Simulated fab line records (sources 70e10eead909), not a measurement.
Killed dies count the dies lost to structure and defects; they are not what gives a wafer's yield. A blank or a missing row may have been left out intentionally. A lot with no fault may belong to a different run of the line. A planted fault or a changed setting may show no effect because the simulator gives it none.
Which tool is to blame? / flow nand_harc / 39 wafers from 13 lots sampled at 5 of the route's 1302 steps

WHAT EACH GAUGE READ, for each wafer
NHARC_END_SORT_01. Usual: defect_limited_yield 91.6 %, standard deviation 2.8; killed_at_array 52, standard deviation 19; killed_at_other 1.0, standard deviation 1.2; killed_at_periphery 4.1, standard deviation 2.8; killed_dies 57, standard deviation 19; killed_open 3.1, standard deviation 1.7; killed_short 2.5, standard deviation 1.5; sort_bin_2_pct 3.0 %, standard deviation 1.2; sort_bin_3_pct 0.6 %, standard deviation 0.36; sort_bin_4_pct 4.9 %, standard deviation 1.6; sort_n_pass 620, standard deviation 19; sort_rim_yield_pct 91 %, standard deviation 5; sort_yield_pct 91.6 %, standard deviation 2.8.
lot=L838; measured=day 24 23:59; on=prober-02; defect_limited_yield (%)=89.5 91.4 92.3; killed_at_array=65 52 47; killed_at_other=0 3 0; killed_at_periphery=6 3 5; killed_dies=71 58 52; killed_open=4 3 3; killed_short=4 1 2; sort_bin_2_pct (%)=4.0 3.2 3.7; sort_bin_3_pct (%)=0.6 0.7 0.6; sort_bin_4_pct (%)=5.9 4.6 3.4; sort_n_pass=606 619 625; sort_rim_yield_pct (%)=99 89 96; sort_yield_pct (%)=89.5 91.4 92.3; flag=
lot=L842; measured=day 27 02:43; on=prober-01; defect_limited_yield (%)=92.0 86.9 91.9; killed_at_array=49 89 51; killed_at_other=2 0 1; killed_at_periphery=3 0 3; killed_dies=54 89 55; killed_open=5 2 1; killed_short=2 1 2; sort_bin_2_pct (%)=2.8 4.9 3.0; sort_bin_3_pct (%)=0.7 1.2 0.3; sort_bin_4_pct (%)=4.4 7.1 4.9; sort_n_pass=623 588 622; sort_rim_yield_pct (%)=82 94 78; sort_yield_pct (%)=92.0 86.9 91.9; flag=
lot=L846; measured=day 29 02:55; on=prober-02; defect_limited_yield (%)=90.5 90.4 92.8; killed_at_array=55 59 40; killed_at_other=1 2 0; killed_at_periphery=8 4 9; killed_dies=64 65 49; killed_open=1 2 1; killed_short=1 1 1; sort_bin_2_pct (%)=3.2 3.4 1.9; sort_bin_3_pct (%)=0.7 0.4 0.6; sort_bin_4_pct (%)=5.5 5.8 4.7; sort_n_pass=613 612 628; sort_rim_yield_pct (%)=83 91 88; sort_yield_pct (%)=90.5 90.4 92.8; flag=
lot=L847; measured=day 29 02:52; on=prober-01; defect_limited_yield (%)=95.4 95.9 95.6; killed_at_array=17 20 22; killed_at_other=2 4 1; killed_at_periphery=12 4 7; killed_dies=31 28 30; killed_open=3 2 2; killed_short=2 2 3; sort_bin_2_pct (%)=0.9 1.0 1.5; sort_bin_3_pct (%)=0.1 0.1 0; sort_bin_4_pct (%)=3.5 3.0 3.0; sort_n_pass=646 649 647; sort_rim_yield_pct (%)=95 99 89; sort_yield_pct (%)=95.4 95.9 95.6; flag=
lot=L857; measured=day 33 03:14; on=prober-02; defect_limited_yield (%)=0 87.4 0; killed_at_array=70 73 71; killed_at_other=1 4 4; killed_at_periphery=606 8 602; killed_dies=677 85 677; killed_open=1 5 5; killed_short=3 4 3; sort_bin_2_pct (%)=93.1 3.8 92.2; sort_bin_3_pct (%)=0.4 1.3 0.1; sort_bin_4_pct (%)=6.5 7.4 7.7; sort_n_pass=0 592 0; sort_rim_yield_pct (%)=0 87 0; sort_yield_pct (%)=0 87.4 0; flag=OFF
lot=L858; measured=day 33 19:44; on=prober-01; defect_limited_yield (%)=0 0 89.5; killed_at_array=62 65 69; killed_at_other=0 0 0; killed_at_periphery=615 612 2; killed_dies=677 677 71; killed_open=3 4 4; killed_short=2 0 4; sort_bin_2_pct (%)=95.1 93.8 3.7; sort_bin_3_pct (%)=1.8 1.0 1.3; sort_bin_4_pct (%)=3.1 5.2 5.5; sort_n_pass=0 0 606; sort_rim_yield_pct (%)=0 0 91; sort_yield_pct (%)=0 0 89.5; flag=OFF

WHAT TOOL EACH LOT RAN ON (gives the tool, then ch and the chambers of the sampled wafers, and finally the start)
lot=L836; NHARC_P_BONDPAD_ECD_18=ecd_cu-01 ch 0,1, day 7 01:47; NHARC_A_BONDPAD_CMP_19=cmp-01 ch 0,1,2, day 23 08:34; NHARC_THIN_TSV_ANNEAL_52=rtp_anneal-02 ch 0, day 24 01:18; NHARC_THIN_TSV_CMP_21=cmp-03 ch 0,1,3, day 24 01:44
lot=L838; NHARC_P_BONDPAD_ECD_18=ecd_cu-02 ch 0, day 8 03:09; NHARC_A_BONDPAD_CMP_19=cmp-04 ch 1,3, day 23 22:02; NHARC_THIN_TSV_ANNEAL_52=rtp_anneal-02 ch 0, day 24 12:08; NHARC_THIN_TSV_CMP_21=cmp-03 ch 0,3, day 24 12:26
lot=L839; NHARC_P_BONDPAD_ECD_18=ecd_cu-02 ch 0,1, day 8 06:47; NHARC_A_BONDPAD_CMP_19=cmp-03 ch 0,1,2, day 23 23:56; NHARC_THIN_TSV_ANNEAL_52=rtp_anneal-01 ch 0, day 24 22:11; NHARC_THIN_TSV_CMP_21=cmp-02 ch 0,1,3, day 24 22:32
lot=L842; NHARC_P_BONDPAD_ECD_18=ecd_cu-02 ch 0,1, day 9 16:47; NHARC_A_BONDPAD_CMP_19=cmp-04 ch 2,3, day 25 20:45; NHARC_THIN_TSV_ANNEAL_52=rtp_anneal-02 ch 0, day 26 13:32; NHARC_THIN_TSV_CMP_21=cmp-02 ch 0,1, day 26 13:43
lot=L845; NHARC_P_BONDPAD_ECD_18=ecd_cu-01 ch 0,1, day 10 20:34; NHARC_A_BONDPAD_CMP_19=cmp-04 ch 0,1,2, day 27 07:53; NHARC_THIN_TSV_ANNEAL_52=rtp_anneal-01 ch 0, day 28 03:07; NHARC_THIN_TSV_CMP_21=cmp-01 ch 0,1,2, day 28 03:28
lot=L846; NHARC_P_BONDPAD_ECD_18=ecd_cu-01 ch 0,1, day 11 05:41; NHARC_A_BONDPAD_CMP_19=cmp-01 ch 1,2,3, day 27 20:15; NHARC_THIN_TSV_ANNEAL_52=rtp_anneal-02 ch 0, day 28 15:11; NHARC_THIN_TSV_CMP_21=cmp-01 ch 1,2, day 28 15:32
lot=L847; NHARC_P_BONDPAD_ECD_18=ecd_cu-02 ch 0,1, day 11 13:10; NHARC_A_BONDPAD_CMP_19=cmp-01 ch 0,1,2, day 28 00:56; NHARC_THIN_TSV_ANNEAL_52=rtp_anneal-02 ch 0, day 28 17:36; NHARC_THIN_TSV_CMP_21=cmp-03 ch 0,1,2, day 28 18:00
lot=L849; NHARC_P_BONDPAD_ECD_18=ecd_cu-02 ch 0,1, day 12 22:21; NHARC_A_BONDPAD_CMP_19=cmp-04 ch 0,2,3, day 28 19:29; NHARC_THIN_TSV_ANNEAL_52=rtp_anneal-01 ch 0, day 29 10:38; NHARC_THIN_TSV_CMP_21=cmp-03 ch 1,3, day 29 10:53
lot=L850; NHARC_P_BONDPAD_ECD_18=ecd_cu-02 ch 0,1, day 12 23:04; NHARC_A_BONDPAD_CMP_19=cmp-04 ch 0,2,3, day 28 17:44; NHARC_THIN_TSV_ANNEAL_52=rtp_anneal-01 ch 0, day 29 11:37; NHARC_THIN_TSV_CMP_21=cmp-03 ch 1,2,3, day 29 11:58
lot=L851; NHARC_P_BONDPAD_ECD_18=ecd_cu-02 ch 0,1, day 14 00:12; NHARC_A_BONDPAD_CMP_19=cmp-04 ch 1,2,3, day 29 18:03; NHARC_THIN_TSV_ANNEAL_52=rtp_anneal-01 ch 0, day 30 12:03; NHARC_THIN_TSV_CMP_21=cmp-03 ch 2,3, day 30 12:23
lot=L856; NHARC_P_BONDPAD_ECD_18=ecd_cu-01 ch 0,1, day 15 16:49; NHARC_A_BONDPAD_CMP_19=cmp-04 ch 0,2,3, day 31 21:16; NHARC_THIN_TSV_ANNEAL_52=rtp_anneal-01 ch 0, day 32 16:49; NHARC_THIN_TSV_CMP_21=cmp-02 ch 2,3, day 32 17:07
lot=L857; NHARC_P_BONDPAD_ECD_18=ecd_cu-02 ch 0,1, day 15 21:14; NHARC_A_BONDPAD_CMP_19=cmp-04 ch 3, day 31 22:34; NHARC_THIN_TSV_ANNEAL_52=rtp_anneal-02 ch 0, day 32 15:56; NHARC_THIN_TSV_CMP_21=cmp-01 ch 2, day 32 16:19
lot=L858; NHARC_P_BONDPAD_ECD_18=ecd_cu-02 ch 0,1, day 15 22:31; NHARC_A_BONDPAD_CMP_19=cmp-03 ch 3, day 32 10:27; NHARC_THIN_TSV_ANNEAL_52=rtp_anneal-01 ch 0, day 33 03:28; NHARC_THIN_TSV_CMP_21=cmp-01 ch 0, day 33 03:40
- NHARC_P_BONDPAD_ECD_18: material Cu, target thk 400 nm.
- NHARC_A_BONDPAD_CMP_19: polishes, t overpolish 30 s, cu recess touch 16 s, target thk 169.82 nm.
- NHARC_THIN_TSV_ANNEAL_52: time 90 s.
- NHARC_THIN_TSV_CMP_21: polishes, t overpolish 30 s, target thk 2000 nm.

AS READ BY THE TOOLS THEMSELVES (means over the sampled wafers that have a number; for cases with no such wafer, the mark the record gives instead)
NHARC_A_BONDPAD_CMP_19. Usual: motor_current_A 12.5 A, standard deviation 1.2; overpolish_run_s 29.999 s, standard deviation 0.0091.
lot=L836; tool=cmp-01; motor_current_A (A)=13.1; overpolish_run_s (s)=29.992; flag=
lot=L838; tool=cmp-04; motor_current_A (A)=12.4; overpolish_run_s (s)=30.002; flag=
lot=L839; tool=cmp-03; motor_current_A (A)=12.6; overpolish_run_s (s)=30.000; flag=
lot=L842; tool=cmp-04; motor_current_A (A)=12.7; overpolish_run_s (s)=29.999; flag=
lot=L845; tool=cmp-04; motor_current_A (A)=12.5; overpolish_run_s (s)=30.003; flag=
lot=L846; tool=cmp-01; motor_current_A (A)=12.8; overpolish_run_s (s)=30.000; flag=
lot=L847; tool=cmp-01; motor_current_A (A)=13.1; overpolish_run_s (s)=29.995; flag=
lot=L849; tool=cmp-04; motor_current_A (A)=12.5; overpolish_run_s (s)=30.000; flag=
lot=L850; tool=cmp-04; motor_current_A (A)=12.9; overpolish_run_s (s)=30.000; flag=
lot=L851; tool=cmp-04; motor_current_A (A)=12.6; overpolish_run_s (s)=29.996; flag=
lot=L856; tool=cmp-04; motor_current_A (A)=13.1; overpolish_run_s (s)=30.006; flag=
lot=L857; tool=cmp-04; motor_current_A (A)=12.4; overpolish_run_s (s)=29.998; flag=
lot=L858; tool=cmp-03; motor_current_A (A)=10.8; overpolish_run_s (s)=29.990; flag=

NHARC_THIN_TSV_ANNEAL_52. Usual: wafer_temp_C_max at 225.94, with a standard deviation of 0.26.
lot=L836 tool=rtp_anneal-02 wafer_temp_C_max=225.51 flag=
lot=L838 tool=rtp_anneal-02 wafer_temp_C_max=225.75 flag=
lot=L839 tool=rtp_anneal-01 wafer_temp_C_max=226.16 flag=
lot=L842 tool=rtp_anneal-02 wafer_temp_C_max=226.04 flag=
lot=L845 tool=rtp_anneal-01 wafer_temp_C_max=225.80 flag=
lot=L846 tool=rtp_anneal-02 wafer_temp_C_max=225.53 flag=
lot=L847 tool=rtp_anneal-02 wafer_temp_C_max=226.07 flag=
lot=L849 tool=rtp_anneal-01 wafer_temp_C_max=225.89 flag=
lot=L850 tool=rtp_anneal-01 wafer_temp_C_max=226.48 flag=
lot=L851 tool=rtp_anneal-01 wafer_temp_C_max=226.11 flag=
lot=L856 tool=rtp_anneal-01 wafer_temp_C_max=225.86 flag=
lot=L857 tool=rtp_anneal-02 wafer_temp_C_max=225.84 flag=
lot=L858 tool=rtp_anneal-01 wafer_temp_C_max=225.96 flag=

NHARC_THIN_TSV_CMP_21. Usual: motor_current_A 12.3 A, standard deviation 1.5; overpolish_run_s 30.000 s, standard deviation 0.0086.
lot=L836; tool=cmp-03; motor_current_A (A)=12.8; overpolish_run_s (s)=29.995; flag=
lot=L838; tool=cmp-03; motor_current_A (A)=12.6; overpolish_run_s (s)=30.000; flag=
lot=L839; tool=cmp-02; motor_current_A (A)=13.3; overpolish_run_s (s)=29.999; flag=
lot=L842; tool=cmp-02; motor_current_A (A)=12.4; overpolish_run_s (s)=29.997; flag=
lot=L845; tool=cmp-01; motor_current_A (A)=13.2; overpolish_run_s (s)=30.007; flag=
lot=L846; tool=cmp-01; motor_current_A (A)=13.8; overpolish_run_s (s)=30.007; flag=
lot=L847; tool=cmp-03; motor_current_A (A)=12.9; overpolish_run_s (s)=30.002; flag=
lot=L849; tool=cmp-03; motor_current_A (A)=11.8; overpolish_run_s (s)=29.995; flag=
lot=L850; tool=cmp-03; motor_current_A (A)=11.8; overpolish_run_s (s)=30.001; flag=
lot=L851; tool=cmp-03; motor_current_A (A)=10.8; overpolish_run_s (s)=30.003; flag=
lot=L856; tool=cmp-02; motor_current_A (A)=12.3; overpolish_run_s (s)=29.995; flag=
lot=L857; tool=cmp-01; motor_current_A (A)=13.4; overpolish_run_s (s)=29.990; flag=
lot=L858; tool=cmp-01; motor_current_A (A)=11.3; overpolish_run_s (s)=29.998; flag=

THE ANSWER, worked out from the rows above alone
Rule: take the mean of a lot's wafers that have a number; if it is more than 3 standard deviations from the usual mean, the lot is off. A lot without any number at a reading at which 4 lots or more have one is off too. Where the step has rows for the other lots, those lots are counted as sound. First the gauges in route order, then the tools' own readings, where a lot's mean is used as printed above. At the first step where some lot is off, the reading lying furthest off is the one used; lots without a number count as furthest.
Off: L857, L858 (NHARC_END_SORT_01, killed_at_periphery). Neither off nor sound, because the step has no rows for them: L836, L839, L845, L849, L850, L851, L856.
A tool fits if, at a process step before that reading, it ran every lot that is off, and no sound lot after the first of them. The gauges at NHARC_END_SORT_01 are tried like those tools. 2 tools fit, ecd_cu-02 at NHARC_P_BONDPAD_ECD_18 and cmp-01 at NHARC_THIN_TSV_CMP_21, so this cannot tell which one it is.

WHAT HAD BEEN PUT IN BY THE SIMULATOR
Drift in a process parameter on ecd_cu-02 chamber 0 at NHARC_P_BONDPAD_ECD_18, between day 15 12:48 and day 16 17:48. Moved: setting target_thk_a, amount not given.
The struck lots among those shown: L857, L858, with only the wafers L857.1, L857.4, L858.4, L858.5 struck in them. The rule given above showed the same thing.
